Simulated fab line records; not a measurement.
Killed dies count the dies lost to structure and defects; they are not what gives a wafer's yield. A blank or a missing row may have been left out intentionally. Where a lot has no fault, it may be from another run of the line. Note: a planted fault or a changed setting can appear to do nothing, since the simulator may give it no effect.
fab line records -- flow nand-harc
record: lots: 24, wafers: 72, last-day: 33
route steps=1302 shown A_CONTACT@1010
lots with no fault: from the same line, run without faults
start-h: hours from the record's first day to the start of the lot's first wafer shown -- wait-h: time in hours since the lot's previous step -- " same as the row above -- L1.1+2: a single row standing in for several wafers -- - no value, or no start was given -- * or withheld: withheld -- < > ~ a bound
route shown NAME@n: names a module that has steps shown in the file, with the first one's number in the route -- usual: mean and standard deviation over wafers with no fault -- same: alike in all rows -- chamber/n: place in a boat -- sites: readings site by site -- _std_site: the values' standard deviation -- _edge_site: the outer-site mean with the inner-site mean subtracted -- radius-mm: for every site, how far away it sits from the centre of the wafer -- mask NAME#n: copy n -- behind: the tool/chamber that last shaped the wafer -- hold: the reason the lot was held/the length of the hold in hours/how it ended -- device: the n, p or np transistor that did not switch -- end of line: the route-end tests of the same wafers -- step lacking rows: just its recipe -- killed: not the wafer's yield, but the dies lost to structure and defects at the first sort -- map: shows each die of a wafer: x if killed, . if not, _ if none is there
set.NAME: the run value of the setting; set.NAME@STEP: its run value at that earlier step -- model.NAME: the simulator's own value behind a step, which no gauge read
the route's steps for a sample of lots (tables are steps, rows are wafers)
services: when a tool's chamber went out of use (start-h, in hours from the record's first day, below 0 if earlier), for how many hours, and the reason
== steps ==
step: NHARC_A_CONTACT_ETCH_116
recipe: source-w: withheld, pressure-mtorr: 20, bias-v: 3000, time-s: 190, target-depth-a: 18500, ar-flow-sccm: withheld, c4f8-flow-sccm: withheld, o2-flow-sccm: withheld, chemistry: C4F8/O2/Ar
lot.wafer,tool,chamber,start-h,wait-h,rf-hours-counter-h
L076.1,har-cap-etch-02,0,501.91,0.1,84
L076.3,har-cap-etch-02,1,501.91,0.1,-
L076.5,har-cap-etch-02,0,501.91,0.1,-
L074.2,har-cap-etch-03,1,503.32,0.1,41
L074.3,har-cap-etch-03,1,503.32,0.1,-
L074.4,har-cap-etch-03,0,503.32,0.1,-
L075.1,har-cap-etch-02,0,505.88,0.1,86
L075.2,har-cap-etch-02,1,505.88,0.1,86
L075.4,har-cap-etch-02,1,505.88,0.1,-
L077.1,har-cap-etch-02,1,536.78,0.1,92
L077.3,har-cap-etch-02,0,536.78,0.1,-
L077.4,har-cap-etch-02,1,536.78,0.1,-
L079.3,har-cap-etch-03,0,536.99,0.1,-
L079.4,har-cap-etch-03,1,536.99,0.1,-
L079.6,har-cap-etch-03,0,536.99,0.1,-
L078.1,har-cap-etch-01,1,540.99,0.1,4
L078.3,har-cap-etch-01,0,540.99,0.1,-
L078.6,har-cap-etch-01,1,540.99,0.1,-
L080.2,har-cap-etch-03,0,557.64,0.1,52
L080.4,har-cap-etch-03,0,557.64,0.1,-
L080.5,har-cap-etch-03,1,557.64,0.1,-
L081.1,har-cap-etch-02,1,577.28,0.2,98
L081.4,har-cap-etch-02,0,577.28,0.2,-
L081.3,har-cap-etch-02,1,577.28,0.2,-
L082.2,har-cap-etch-01,1,581.00,0.1,11
L082.1,har-cap-etch-01,0,581.00,0.1,11
L082.5,har-cap-etch-01,0,581.00,0.1,-
L083.2,har-cap-etch-03,0,584.68,0.1,56
L083.4,har-cap-etch-03,0,584.68,0.1,-
L083.5,har-cap-etch-03,1,584.68,0.1,-
L084.1,har-cap-etch-02,0,585.51,0.1,101
L084.3,har-cap-etch-02,0,585.51,0.1,-
L084.4,har-cap-etch-02,1,585.51,0.1,-
L085.4,har-cap-etch-02,1,603.10,0.1,-
L085.6,har-cap-etch-02,0,603.10,0.1,-
L085.5,har-cap-etch-02,1,603.10,0.1,-
L086.2,har-cap-etch-01,1,603.76,0.1,17
L086.1,har-cap-etch-01,0,603.76,0.1,17
L086.4,har-cap-etch-01,0,603.76,0.1,-
L088.3,har-cap-etch-02,0,630.04,0.1,-
L088.5,har-cap-etch-02,1,630.04,0.1,-
L088.6,har-cap-etch-02,0,630.04,0.1,-
L089.3,har-cap-etch-01,1,631.54,0.1,-
L089.6,har-cap-etch-01,1,631.54,0.1,-
L089.5,har-cap-etch-01,0,631.54,0.1,-
L087.1,har-cap-etch-03,0,636.71,0.1,65
L087.3,har-cap-etch-03,0,636.71,0.1,-
L087.6,har-cap-etch-03,1,636.71,0.1,-
L091.1,har-cap-etch-02,0,662.69,0.1,116
L091.3,har-cap-etch-02,0,662.69,0.1,-
L091.5,har-cap-etch-02,0,662.69,0.1,-
L092.2,har-cap-etch-01,0,667.09,0.1,27
L092.4,har-cap-etch-01,1,667.09,0.1,-
L092.6,har-cap-etch-01,0,667.09,0.1,-
L090.4,har-cap-etch-03,0,667.45,0.1,-
L090.5,har-cap-etch-03,0,667.45,0.1,-
L090.6,har-cap-etch-03,1,667.45,0.1,-
L093.3,har-cap-etch-01,1,687.82,0.1,-
L093.5,har-cap-etch-01,0,687.82,0.1,-
L093.6,har-cap-etch-01,1,687.82,0.1,-
L097.2,har-cap-etch-02,0,710.47,0.1,122
L097.3,har-cap-etch-02,1,710.47,0.1,-
L097.4,har-cap-etch-02,0,710.47,0.1,-
L094.1,har-cap-etch-01,0,718.71,0.1,35
L094.3,har-cap-etch-01,0,718.71,0.1,-
L094.4,har-cap-etch-01,1,718.71,0.1,-
L095.1,har-cap-etch-03,1,719.45,0.1,78
L095.3,har-cap-etch-03,1,719.45,0.1,-
L095.5,har-cap-etch-03,1,719.45,0.1,-
L096.1,har-cap-etch-02,1,723.57,0.1,125
L096.2,har-cap-etch-02,0,723.57,0.1,125
L096.5,har-cap-etch-02,0,723.57,0.1,-
step: NHARC_A_CONTACT_ETCH_117
recipe: source-w: withheld, pressure-mtorr: 20, bias-v: 3000, time-s: 190, target-depth-a: 18500, ar-flow-sccm: withheld, c4f8-flow-sccm: withheld, o2-flow-sccm: withheld, chemistry: C4F8/O2/Ar
lot.wafer,tool,chamber,start-h,wait-h,rf-hours-counter-h
L076.1,har-cap-etch-02,0,502.08,0.1,84
L076.3,har-cap-etch-02,1,502.08,0.1,-
L076.5,har-cap-etch-02,0,502.08,0.1,-
L074.2,har-cap-etch-03,1,503.49,0.1,41
L074.3,har-cap-etch-03,1,503.49,0.1,-
L074.4,har-cap-etch-03,0,503.49,0.1,-
L075.1,har-cap-etch-02,0,506.05,0.1,86
L075.2,har-cap-etch-02,1,506.05,0.1,86
L075.4,har-cap-etch-02,1,506.05,0.1,-
L077.1,har-cap-etch-02,1,536.95,0.1,92
L077.3,har-cap-etch-02,0,536.95,0.1,-
L077.4,har-cap-etch-02,1,536.95,0.1,-
L079.3,har-cap-etch-03,0,537.16,0.1,-
L079.4,har-cap-etch-03,1,537.16,0.1,-
L079.6,har-cap-etch-03,0,537.16,0.1,-
L078.1,har-cap-etch-01,1,541.16,0.1,4
L078.3,har-cap-etch-01,0,541.16,0.1,-
L078.6,har-cap-etch-01,1,541.16,0.1,-
L080.2,har-cap-etch-03,0,557.81,0.1,52
L080.4,har-cap-etch-03,0,557.81,0.1,-
L080.5,har-cap-etch-03,1,557.81,0.1,-
L081.1,har-cap-etch-02,1,577.51,0.2,99
L081.4,har-cap-etch-02,0,577.51,0.2,-
L081.3,har-cap-etch-02,1,577.51,0.2,-
L082.2,har-cap-etch-01,1,581.17,0.1,11
L082.1,har-cap-etch-01,0,581.17,0.1,11
L082.5,har-cap-etch-01,0,581.17,0.1,-
L083.2,har-cap-etch-03,0,584.85,0.1,56
L083.4,har-cap-etch-03,0,584.85,0.1,-
L083.5,har-cap-etch-03,1,584.85,0.1,-
L084.1,har-cap-etch-02,0,585.69,0.1,101
L084.3,har-cap-etch-02,0,585.69,0.1,-
L084.4,har-cap-etch-02,1,585.69,0.1,-
L085.4,har-cap-etch-02,1,603.27,0.1,-
L085.6,har-cap-etch-02,0,603.27,0.1,-
L085.5,har-cap-etch-02,1,603.27,0.1,-
L086.2,har-cap-etch-01,1,603.93,0.1,17
L086.1,har-cap-etch-01,0,603.93,0.1,17
L086.4,har-cap-etch-01,0,603.93,0.1,-
L088.3,har-cap-etch-02,0,630.21,0.1,-
L088.5,har-cap-etch-02,1,630.21,0.1,-
L088.6,har-cap-etch-02,0,630.21,0.1,-
L089.3,har-cap-etch-01,1,631.71,0.1,-
L089.6,har-cap-etch-01,1,631.71,0.1,-
L089.5,har-cap-etch-01,0,631.71,0.1,-
L087.1,har-cap-etch-03,0,636.88,0.1,66
L087.3,har-cap-etch-03,0,636.88,0.1,-
L087.6,har-cap-etch-03,1,636.88,0.1,-
L091.1,har-cap-etch-02,0,662.86,0.1,116
L091.3,har-cap-etch-02,0,662.86,0.1,-
L091.5,har-cap-etch-02,0,662.86,0.1,-
L092.2,har-cap-etch-01,0,667.26,0.1,27
L092.4,har-cap-etch-01,1,667.26,0.1,-
L092.6,har-cap-etch-01,0,667.26,0.1,-
L090.4,har-cap-etch-03,0,667.62,0.1,-
L090.5,har-cap-etch-03,0,667.62,0.1,-
L090.6,har-cap-etch-03,1,667.62,0.1,-
L093.3,har-cap-etch-01,1,688.00,0.1,-
L093.5,har-cap-etch-01,0,688.00,0.1,-
L093.6,har-cap-etch-01,1,688.00,0.1,-
L097.2,har-cap-etch-02,0,710.64,0.1,122
L097.3,har-cap-etch-02,1,710.64,0.1,-
L097.4,har-cap-etch-02,0,710.64,0.1,-
L094.1,har-cap-etch-01,0,718.88,0.1,36
L094.3,har-cap-etch-01,0,718.88,0.1,-
L094.4,har-cap-etch-01,1,718.88,0.1,-
L095.1,har-cap-etch-03,1,719.62,0.1,78
L095.3,har-cap-etch-03,1,719.62,0.1,-
L095.5,har-cap-etch-03,1,719.62,0.1,-
L096.1,har-cap-etch-02,1,723.74,0.1,125
L096.2,har-cap-etch-02,0,723.74,0.1,125
L096.5,har-cap-etch-02,0,723.74,0.1,-
step: NHARC_A_CONTACT_ETCH_118
recipe: source-w: withheld, pressure-mtorr: 20, bias-v: 3000, time-s: 190, target-depth-a: 18500, ar-flow-sccm: withheld, c4f8-flow-sccm: withheld, o2-flow-sccm: withheld, chemistry: C4F8/O2/Ar
lot.wafer,tool,chamber,start-h,wait-h,rf-hours-counter-h
L076.1,har-cap-etch-02,0,502.25,0.1,84
L076.3,har-cap-etch-02,1,502.25,0.1,-
L076.5,har-cap-etch-02,0,502.25,0.1,-
L074.2,har-cap-etch-03,1,503.66,0.1,41
L074.3,har-cap-etch-03,1,503.66,0.1,-
L074.4,har-cap-etch-03,0,503.66,0.1,-
L075.1,har-cap-etch-02,0,506.22,0.1,87
L075.2,har-cap-etch-02,1,506.22,0.1,87
L075.4,har-cap-etch-02,1,506.22,0.1,-
L077.1,har-cap-etch-02,1,537.12,0.1,92
L077.3,har-cap-etch-02,0,537.12,0.1,-
L077.4,har-cap-etch-02,1,537.12,0.1,-
L079.3,har-cap-etch-03,0,537.33,0.1,-
L079.4,har-cap-etch-03,1,537.33,0.1,-
L079.6,har-cap-etch-03,0,537.33,0.1,-
L078.1,har-cap-etch-01,1,541.33,0.1,4
L078.3,har-cap-etch-01,0,541.33,0.1,-
L078.6,har-cap-etch-01,1,541.33,0.1,-
L080.2,har-cap-etch-03,0,557.98,0.1,52
L080.4,har-cap-etch-03,0,557.98,0.1,-
L080.5,har-cap-etch-03,1,557.98,0.1,-
L081.1,har-cap-etch-02,1,577.74,0.2,99
L081.4,har-cap-etch-02,0,577.74,0.2,-
L081.3,har-cap-etch-02,1,577.74,0.2,-
L082.2,har-cap-etch-01,1,581.34,0.1,11
L082.1,har-cap-etch-01,0,581.34,0.1,11
L082.5,har-cap-etch-01,0,581.34,0.1,-
L083.2,har-cap-etch-03,0,585.02,0.1,56
L083.4,har-cap-etch-03,0,585.02,0.1,-
L083.5,har-cap-etch-03,1,585.02,0.1,-
L084.1,har-cap-etch-02,0,585.86,0.1,101
L084.3,har-cap-etch-02,0,585.86,0.1,-
L084.4,har-cap-etch-02,1,585.86,0.1,-
L085.4,har-cap-etch-02,1,603.44,0.1,-
L085.6,har-cap-etch-02,0,603.44,0.1,-
L085.5,har-cap-etch-02,1,603.44,0.1,-
L086.2,har-cap-etch-01,1,604.10,0.1,17
L086.1,har-cap-etch-01,0,604.10,0.1,17
L086.4,har-cap-etch-01,0,604.10,0.1,-
L088.3,har-cap-etch-02,0,630.39,0.1,-
L088.5,har-cap-etch-02,1,630.39,0.1,-
L088.6,har-cap-etch-02,0,630.39,0.1,-
L089.3,har-cap-etch-01,1,631.88,0.1,-
L089.6,har-cap-etch-01,1,631.88,0.1,-
L089.5,har-cap-etch-01,0,631.88,0.1,-
L087.1,har-cap-etch-03,0,637.05,0.1,66
L087.3,har-cap-etch-03,0,637.05,0.1,-
L087.6,har-cap-etch-03,1,637.05,0.1,-
L091.1,har-cap-etch-02,0,663.03,0.1,116
L091.3,har-cap-etch-02,0,663.03,0.1,-
L091.5,har-cap-etch-02,0,663.03,0.1,-
L092.2,har-cap-etch-01,0,667.43,0.1,28
L092.4,har-cap-etch-01,1,667.43,0.1,-
L092.6,har-cap-etch-01,0,667.43,0.1,-
L090.4,har-cap-etch-03,0,667.79,0.1,-
L090.5,har-cap-etch-03,0,667.79,0.1,-
L090.6,har-cap-etch-03,1,667.79,0.1,-
L093.3,har-cap-etch-01,1,688.17,0.1,-
L093.5,har-cap-etch-01,0,688.17,0.1,-
L093.6,har-cap-etch-01,1,688.17,0.1,-
L097.2,har-cap-etch-02,0,710.81,0.1,123
L097.3,har-cap-etch-02,1,710.81,0.1,-
L097.4,har-cap-etch-02,0,710.81,0.1,-
L094.1,har-cap-etch-01,0,719.05,0.1,36
L094.3,har-cap-etch-01,0,719.05,0.1,-
L094.4,har-cap-etch-01,1,719.05,0.1,-
L095.1,har-cap-etch-03,1,719.79,0.1,78
L095.3,har-cap-etch-03,1,719.79,0.1,-
L095.5,har-cap-etch-03,1,719.79,0.1,-
L096.1,har-cap-etch-02,1,723.91,0.1,125
L096.2,har-cap-etch-02,0,723.91,0.1,125
L096.5,har-cap-etch-02,0,723.91,0.1,-
step: NHARC_A_CONTACT_ETCH_120
recipe: source-w: withheld, pressure-mtorr: 20, bias-v: 3000, time-s: 190, target-depth-a: 18500, ar-flow-sccm: withheld, c4f8-flow-sccm: withheld, o2-flow-sccm: withheld, chemistry: C4F8/O2/Ar
lot.wafer,tool,chamber,start-h,wait-h,rf-hours-counter-h
L076.1,har-cap-etch-02,0,502.59,0.1,85
L076.3,har-cap-etch-02,1,502.59,0.1,-
L076.5,har-cap-etch-02,0,502.59,0.1,-
L074.2,har-cap-etch-03,1,504.00,0.1,42
L074.3,har-cap-etch-03,1,504.00,0.1,-
L074.4,har-cap-etch-03,0,504.00,0.1,-
L075.1,har-cap-etch-02,0,506.57,0.1,87
L075.2,har-cap-etch-02,1,506.57,0.1,87
L075.4,har-cap-etch-02,1,506.57,0.1,-
L077.1,har-cap-etch-02,1,537.46,0.1,92
L077.3,har-cap-etch-02,0,537.46,0.1,-
L077.4,har-cap-etch-02,1,537.46,0.1,-
L079.3,har-cap-etch-03,0,537.67,0.1,-
L079.4,har-cap-etch-03,1,537.67,0.1,-
L079.6,har-cap-etch-03,0,537.67,0.1,-
L078.1,har-cap-etch-01,1,541.67,0.1,5
L078.3,har-cap-etch-01,0,541.67,0.1,-
L078.6,har-cap-etch-01,1,541.67,0.1,-
L080.2,har-cap-etch-03,0,558.33,0.1,53
L080.4,har-cap-etch-03,0,558.33,0.1,-
L080.5,har-cap-etch-03,1,558.33,0.1,-
L081.1,har-cap-etch-02,1,578.20,0.2,99
L081.4,har-cap-etch-02,0,578.20,0.2,-
L081.3,har-cap-etch-02,1,578.20,0.2,-
L082.2,har-cap-etch-01,1,581.68,0.1,12
L082.1,har-cap-etch-01,0,581.68,0.1,12
L082.5,har-cap-etch-01,0,581.68,0.1,-
L083.2,har-cap-etch-03,0,585.36,0.1,56
L083.4,har-cap-etch-03,0,585.36,0.1,-
L083.5,har-cap-etch-03,1,585.36,0.1,-
L084.1,har-cap-etch-02,0,586.19,0.1,101
L084.3,har-cap-etch-02,0,586.19,0.1,-
L084.4,har-cap-etch-02,1,586.19,0.1,-
L085.4,har-cap-etch-02,1,603.79,0.1,-
L085.6,har-cap-etch-02,0,603.79,0.1,-
L085.5,har-cap-etch-02,1,603.79,0.1,-
L086.2,har-cap-etch-01,1,604.45,0.1,18
L086.1,har-cap-etch-01,0,604.45,0.1,18
L086.4,har-cap-etch-01,0,604.45,0.1,-
L088.3,har-cap-etch-02,0,630.73,0.1,-
L088.5,har-cap-etch-02,1,630.73,0.1,-
L088.6,har-cap-etch-02,0,630.73,0.1,-
L089.3,har-cap-etch-01,1,632.22,0.1,-
L089.6,har-cap-etch-01,1,632.22,0.1,-
L089.5,har-cap-etch-01,0,632.22,0.1,-
L087.1,har-cap-etch-03,0,637.39,0.1,66
L087.3,har-cap-etch-03,0,637.39,0.1,-
L087.6,har-cap-etch-03,1,637.39,0.1,-
L091.1,har-cap-etch-02,0,663.37,0.1,116
L091.3,har-cap-etch-02,0,663.37,0.1,-
L091.5,har-cap-etch-02,0,663.37,0.1,-
L092.2,har-cap-etch-01,0,667.78,0.1,28
L092.4,har-cap-etch-01,1,667.78,0.1,-
L092.6,har-cap-etch-01,0,667.78,0.1,-
L090.4,har-cap-etch-03,0,668.13,0.1,-
L090.5,har-cap-etch-03,0,668.13,0.1,-
L090.6,har-cap-etch-03,1,668.13,0.1,-
L093.3,har-cap-etch-01,1,688.51,0.1,-
L093.5,har-cap-etch-01,0,688.51,0.1,-
L093.6,har-cap-etch-01,1,688.51,0.1,-
L097.2,har-cap-etch-02,0,711.15,0.1,123
L097.3,har-cap-etch-02,1,711.15,0.1,-
L097.4,har-cap-etch-02,0,711.15,0.1,-
L094.1,har-cap-etch-01,0,719.39,0.1,36
L094.3,har-cap-etch-01,0,719.39,0.1,-
L094.4,har-cap-etch-01,1,719.39,0.1,-
L095.1,har-cap-etch-03,1,720.13,0.1,78
L095.3,har-cap-etch-03,1,720.13,0.1,-
L095.5,har-cap-etch-03,1,720.13,0.1,-
L096.1,har-cap-etch-02,1,724.25,0.1,125
L096.2,har-cap-etch-02,0,724.25,0.1,125
L096.5,har-cap-etch-02,0,724.25,0.1,-
step: NHARC_A_CONTACT_ETCH_121
recipe: source-w: withheld, pressure-mtorr: 20, bias-v: 3000, time-s: 190, target-depth-a: 18500, ar-flow-sccm: withheld, c4f8-flow-sccm: withheld, o2-flow-sccm: withheld, chemistry: C4F8/O2/Ar
lot.wafer,tool,chamber,start-h,wait-h,rf-hours-counter-h
L076.1,har-cap-etch-02,0,502.76,0.1,85
L076.3,har-cap-etch-02,1,502.76,0.1,-
L076.5,har-cap-etch-02,0,502.76,0.1,-
L074.2,har-cap-etch-03,1,504.17,0.1,42
L074.3,har-cap-etch-03,1,504.17,0.1,-
L074.4,har-cap-etch-03,0,504.17,0.1,-
L075.1,har-cap-etch-02,0,506.74,0.1,87
L075.2,har-cap-etch-02,1,506.74,0.1,87
L075.4,har-cap-etch-02,1,506.74,0.1,-
L077.1,har-cap-etch-02,1,537.64,0.1,92
L077.3,har-cap-etch-02,0,537.64,0.1,-
L077.4,har-cap-etch-02,1,537.64,0.1,-
L079.3,har-cap-etch-03,0,537.84,0.1,-
L079.4,har-cap-etch-03,1,537.84,0.1,-
L079.6,har-cap-etch-03,0,537.84,0.1,-
L078.1,har-cap-etch-01,1,541.84,0.1,5
L078.3,har-cap-etch-01,0,541.84,0.1,-
L078.6,har-cap-etch-01,1,541.84,0.1,-
L080.2,har-cap-etch-03,0,558.50,0.1,53
L080.4,har-cap-etch-03,0,558.50,0.1,-
L080.5,har-cap-etch-03,1,558.50,0.1,-
L081.1,har-cap-etch-02,1,578.43,0.2,99
L081.4,har-cap-etch-02,0,578.43,0.2,-
L081.3,har-cap-etch-02,1,578.43,0.2,-
L082.2,har-cap-etch-01,1,581.85,0.1,12
L082.1,har-cap-etch-01,0,581.85,0.1,12
L082.5,har-cap-etch-01,0,581.85,0.1,-
L083.2,har-cap-etch-03,0,585.53,0.1,56
L083.4,har-cap-etch-03,0,585.53,0.1,-
L083.5,har-cap-etch-03,1,585.53,0.1,-
L084.1,har-cap-etch-02,0,586.36,0.1,101
L084.3,har-cap-etch-02,0,586.36,0.1,-
L084.4,har-cap-etch-02,1,586.36,0.1,-
L085.4,har-cap-etch-02,1,603.95,0.1,-
L085.6,har-cap-etch-02,0,603.95,0.1,-
L085.5,har-cap-etch-02,1,603.95,0.1,-
L086.2,har-cap-etch-01,1,604.61,0.1,18
L086.1,har-cap-etch-01,0,604.61,0.1,18
L086.4,har-cap-etch-01,0,604.61,0.1,-
L088.3,har-cap-etch-02,0,630.90,0.1,-
L088.5,har-cap-etch-02,1,630.90,0.1,-
L088.6,har-cap-etch-02,0,630.90,0.1,-
L089.3,har-cap-etch-01,1,632.40,0.1,-
L089.6,har-cap-etch-01,1,632.40,0.1,-
L089.5,har-cap-etch-01,0,632.40,0.1,-
L087.1,har-cap-etch-03,0,637.56,0.1,66
L087.3,har-cap-etch-03,0,637.56,0.1,-
L087.6,har-cap-etch-03,1,637.56,0.1,-
L091.1,har-cap-etch-02,0,663.54,0.1,116
L091.3,har-cap-etch-02,0,663.54,0.1,-
L091.5,har-cap-etch-02,0,663.54,0.1,-
L092.2,har-cap-etch-01,0,667.95,0.1,28
L092.4,har-cap-etch-01,1,667.95,0.1,-
L092.6,har-cap-etch-01,0,667.95,0.1,-
L090.4,har-cap-etch-03,0,668.30,0.1,-
L090.5,har-cap-etch-03,0,668.30,0.1,-
L090.6,har-cap-etch-03,1,668.30,0.1,-
L093.3,har-cap-etch-01,1,688.68,0.1,-
L093.5,har-cap-etch-01,0,688.68,0.1,-
L093.6,har-cap-etch-01,1,688.68,0.1,-
L097.2,har-cap-etch-02,0,711.32,0.1,123
L097.3,har-cap-etch-02,1,711.32,0.1,-
L097.4,har-cap-etch-02,0,711.32,0.1,-
L094.1,har-cap-etch-01,0,719.57,0.1,36
L094.3,har-cap-etch-01,0,719.57,0.1,-
L094.4,har-cap-etch-01,1,719.57,0.1,-
L095.1,har-cap-etch-03,1,720.30,0.1,78
L095.3,har-cap-etch-03,1,720.30,0.1,-
L095.5,har-cap-etch-03,1,720.30,0.1,-
L096.1,har-cap-etch-02,1,724.42,0.1,125
L096.2,har-cap-etch-02,0,724.42,0.1,125
L096.5,har-cap-etch-02,0,724.42,0.1,-
step: NHARC_A_CONTACT_INSPECT_71
usual: raw-defect-count: 80/36
lot.wafer,tool,chamber,start-h,wait-h,raw-defect-count
L076.1,defect-inspect-02,-,511.08,0.0,67
L076.3,defect-inspect-02,-,511.08,0.0,72
L076.5,defect-inspect-02,-,511.08,0.0,72
L074.2,defect-inspect-02,-,511.23,0.0,45
L074.3,defect-inspect-02,-,511.23,0.0,57
L074.4,defect-inspect-02,-,511.23,0.0,48
L075.1,defect-inspect-02,-,514.24,0.0,92
L075.2,defect-inspect-02,-,514.24,0.0,81
L075.4,defect-inspect-02,-,514.24,0.0,106
L077.1,defect-inspect-01,-,544.20,0.0,70
L077.3,defect-inspect-01,-,544.20,0.0,70
L077.4,defect-inspect-01,-,544.20,0.0,77
L079.3,defect-inspect-02,-,547.40,0.0,52
L079.4,defect-inspect-02,-,547.40,0.0,74
L079.6,defect-inspect-02,-,547.40,0.0,68
L078.1,defect-inspect-01,-,550.04,0.0,160
L078.3,defect-inspect-01,-,550.04,0.0,133
L078.6,defect-inspect-01,-,550.04,0.0,159
L080.2,defect-inspect-02,-,566.76,0.0,79
L080.4,defect-inspect-02,-,566.76,0.0,65
L080.5,defect-inspect-02,-,566.76,0.0,63
L081.1,defect-inspect-02,-,587.24,0.0,107
L081.3,defect-inspect-02,-,587.24,0.0,94
L081.4,defect-inspect-02,-,587.24,0.0,107
L082.1,defect-inspect-01,-,591.39,0.0,62
L082.2,defect-inspect-01,-,591.39,0.0,66
L082.5,defect-inspect-01,-,591.39,0.0,76
L083.2,defect-inspect-02,-,596.52,0.0,91
L083.4,defect-inspect-02,-,596.52,0.0,87
L083.5,defect-inspect-02,-,596.52,0.0,89
L084.1,defect-inspect-01,-,596.71,0.0,84
L084.3,defect-inspect-01,-,596.71,0.0,90
L084.4,defect-inspect-01,-,596.71,0.0,84
L085.4,defect-inspect-02,-,611.20,0.0,153
L085.5,defect-inspect-02,-,611.20,0.0,125
L085.6,defect-inspect-02,-,611.20,0.0,136
L086.1,defect-inspect-01,-,611.50,0.0,17
L086.2,defect-inspect-01,-,611.50,0.0,13
L086.4,defect-inspect-01,-,611.50,0.0,18
L088.3,defect-inspect-02,-,637.55,0.0,89
L088.5,defect-inspect-02,-,637.55,0.0,114
L088.6,defect-inspect-02,-,637.55,0.0,96
L089.3,defect-inspect-01,-,638.95,0.0,63
L089.5,defect-inspect-01,-,638.95,0.0,76
L089.6,defect-inspect-01,-,638.95,0.0,58
L087.1,defect-inspect-02,-,644.15,0.0,147
L087.3,defect-inspect-02,-,644.15,0.0,140
L087.6,defect-inspect-02,-,644.15,0.0,165
L091.1,defect-inspect-02,-,671.81,0.0,27
L091.3,defect-inspect-02,-,671.81,0.0,35
L091.5,defect-inspect-02,-,671.81,0.0,35
L092.2,defect-inspect-01,-,679.16,0.0,72
L092.4,defect-inspect-01,-,679.16,0.0,73
L092.6,defect-inspect-01,-,679.16,0.0,84
L090.4,defect-inspect-02,-,680.61,0.0,58
L090.5,defect-inspect-02,-,680.61,0.0,55
L090.6,defect-inspect-02,-,680.61,0.0,64
L093.3,defect-inspect-02,-,695.03,0.0,74
L093.5,defect-inspect-02,-,695.03,0.0,68
L093.6,defect-inspect-02,-,695.03,0.0,79
L097.2,defect-inspect-02,-,721.59,0.0,83
L097.3,defect-inspect-02,-,721.59,0.0,77
L097.4,defect-inspect-02,-,721.59,0.0,90
L094.1,defect-inspect-01,-,726.07,0.0,13
L094.3,defect-inspect-01,-,726.07,0.0,25
L094.4,defect-inspect-01,-,726.07,0.0,29
L095.1,defect-inspect-02,-,727.58,0.0,130
L095.3,defect-inspect-02,-,727.58,0.0,123
L095.5,defect-inspect-02,-,727.58,0.0,123
L096.1,defect-inspect-01,-,732.39,0.0,71
L096.2,defect-inspect-01,-,732.39,0.0,73
L096.5,defect-inspect-01,-,732.39,0.0,63
== services ==
tool,chamber,start-h,hours,kind
har-cap-etch-01,-,497.00,17.0,pm
har-cap-etch-01,0,497.00,17.0,vent-cycle
har-cap-etch-01,1,497.00,17.0,vent-cycle
har-cap-etch-01,0,514.00,-,clean
har-cap-etch-01,1,514.00,-,clean
har-cap-etch-03,-,611.96,0.3,repair
har-cap-etch-02,-,634.77,0.6,repair
har-cap-etch-01,-,721.64,1.0,repair
== key ==
fault none
